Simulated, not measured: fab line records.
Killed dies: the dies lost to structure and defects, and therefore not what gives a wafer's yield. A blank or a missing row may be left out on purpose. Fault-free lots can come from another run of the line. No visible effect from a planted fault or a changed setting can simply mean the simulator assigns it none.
Chamber matching | flow nand harc | NHARC_A_CONTACT_ETCH_90 on rie diel-07: 4 sister chambers
The step etches the open film in CH3F/O2, target depth 40 nm, time 85.7 s. 45 wafers are shown with their chamber, then 12 later ones without.

WAFERS WITH THEIR CHAMBER
wafer  | chamber | showerhead plenum p Torr (Torr) | rf vpp V (V) | throttle valve pct (%)
L076.2 | 1       | 2.55                            | 245.6        | 20.675
L076.3 | 2       | 2.49                            | 244.3        | 20.677
L076.6 | 0       | 2.35                            | 242.7        | 20.660
L075.2 | 2       | 2.49                            | 245.1        | 20.662
L075.5 | 1       | 2.55                            | 247.1        | 20.665
L075.6 | 2       | 2.49                            | 243.3        | 20.660
L078.1 | 2       | 2.49                            | 244.0        | 20.668
L078.4 | 3       | 2.58                            | 246.2        | 20.662
L078.6 | 3       | 2.58                            | 244.8        | 20.662
L079.1 | 3       | 2.58                            | 247.5        | 20.660
L079.3 | 1       | 2.55                            | 246.4        | 20.688
L079.5 | 0       | 2.34                            | 243.1        | 20.673
L083.1 | 1       | 2.55                            | 245.0        | 20.656
L083.3 | 2       | 2.49                            | 244.1        | 20.662
L083.6 | 1       | 2.55                            | 245.0        | 20.675
L083.2 | 0       | 2.34                            | 241.5        | 20.663
L083.4 | 3       | 2.58                            | 247.5        | 20.654
L083.5 | 2       | 2.49                            | 245.6        | 20.668
L081.1 | 3       | 2.58                            | 246.0        | 20.653
L081.3 | 0       | 2.34                            | 243.5        | 20.653
L081.6 | 1       | 2.55                            | 245.0        | 20.661
L085.2 | 0       | 2.34                            | 242.3        | 20.678
L085.3 | 2       | 2.49                            | 245.7        | 20.660
L085.4 | 3       | 2.58                            | 246.7        | 20.658
L086.2 | 2       | 2.49                            | 244.5        | 20.666
L086.4 | 1       | 2.54                            | 245.0        | 20.668
L086.5 | 0       | 2.34                            | 242.4        | 20.662
L087.1 | 0       | 2.34                            | 242.7        | 20.671
L087.2 | 1       | 2.54                            | 246.0        | 20.655
L087.3 | 2       | 2.48                            | 244.8        | 20.672
L087.4 | 3       | 2.57                            | 245.5        | 20.651
L087.5 | 1       | 2.54                            | 244.9        | 20.650
L087.6 | 2       | 2.48                            | 244.3        | 20.678
L089.1 | 2       | 2.48                            | 244.9        | 20.663
L089.2 | 0       | 2.34                            | 242.2        | 20.669
L089.5 | 2       | 2.48                            | 244.8        | 20.665
L093.1 | 0       | 2.34                            | 243.3        | 20.669
L093.4 | 3       | 2.57                            | 246.1        | 20.674
L093.6 | 3       | 2.57                            | 247.6        | 20.677
L093.2 | 2       | 2.48                            | 243.4        | 20.677
L093.3 | 1       | 2.54                            | 245.8        | 20.667
L093.5 | 0       | 2.34                            | 241.4        | 20.661
L091.1 | 2       | 2.48                            | 245.7        | 20.663
L091.3 | 0       | 2.34                            | 244.9        | 20.650
L091.5 | 0       | 2.34                            | 241.7        | 20.676

SIGNATURES, as means of the wafers listed above
reading                  | chamber 0 | chamber 1 | chamber 2 | chamber 3 | scatter within a chamber
showerhead plenum p Torr | 2.3408    | 2.5460    | 2.4857    | 2.5767    | 0.00462
rf vpp V                 | 242.642   | 245.580   | 244.607   | 246.433   | 0.869
throttle valve pct       | 20.66542  | 20.66600  | 20.66721  | 20.66122  | 0.00881
Rule: a wafer's distance from a chamber is the root of the sum, over the readings, of the square of ((its reading less the chamber's mean) divided by the reading's scatter). The wafer belongs to the nearest chamber; if the next one is less than 2 further off, it can't be placed. The scatter: the root of (the sum of the squares of (reading less its chamber's mean) over the shown wafers, divided by (wafers less chambers)).

WAFERS WHOSE CHAMBER IS MISSING
wafer  | showerhead plenum p Torr (Torr) | rf vpp V (V) | throttle valve pct (%)
L094.3 | 2.34                            | 243.3        | 20.668
L094.4 | 2.57                            | 246.2        | 20.662
L094.6 | 2.34                            | 241.2        | 20.658
L095.1 | 2.34                            | 241.1        | 20.664
L095.4 | 2.54                            | 246.2        | 20.660
L095.5 | 2.34                            | 241.9        | 20.662
L097.3 | 2.33                            | 242.1        | 20.680
L097.4 | 2.48                            | 246.2        | 20.662
L097.6 | 2.48                            | 244.8        | 20.664
L096.2 | 2.57                            | 245.8        | 20.669
L096.3 | 2.33                            | 242.7        | 20.667
L096.6 | 2.54                            | 245.3        | 20.662

THE CHAMBER EACH PASSED THROUGH
wafer  | from the rows above | in truth
L094.3 | 0                   | 0
L094.4 | 3                   | 3
L094.6 | 0                   | 0
L095.1 | 0                   | 0
L095.4 | 1                   | 1
L095.5 | 0                   | 0
L097.3 | 0                   | 0
L097.4 | 2                   | 2
L097.6 | 2                   | 2
L096.2 | 3                   | 3
L096.3 | 0                   | 0
L096.6 | 1                   | 1
12 of 12 placed correctly. Number that these rows cannot place: 0. Number placed wrongly: 0.
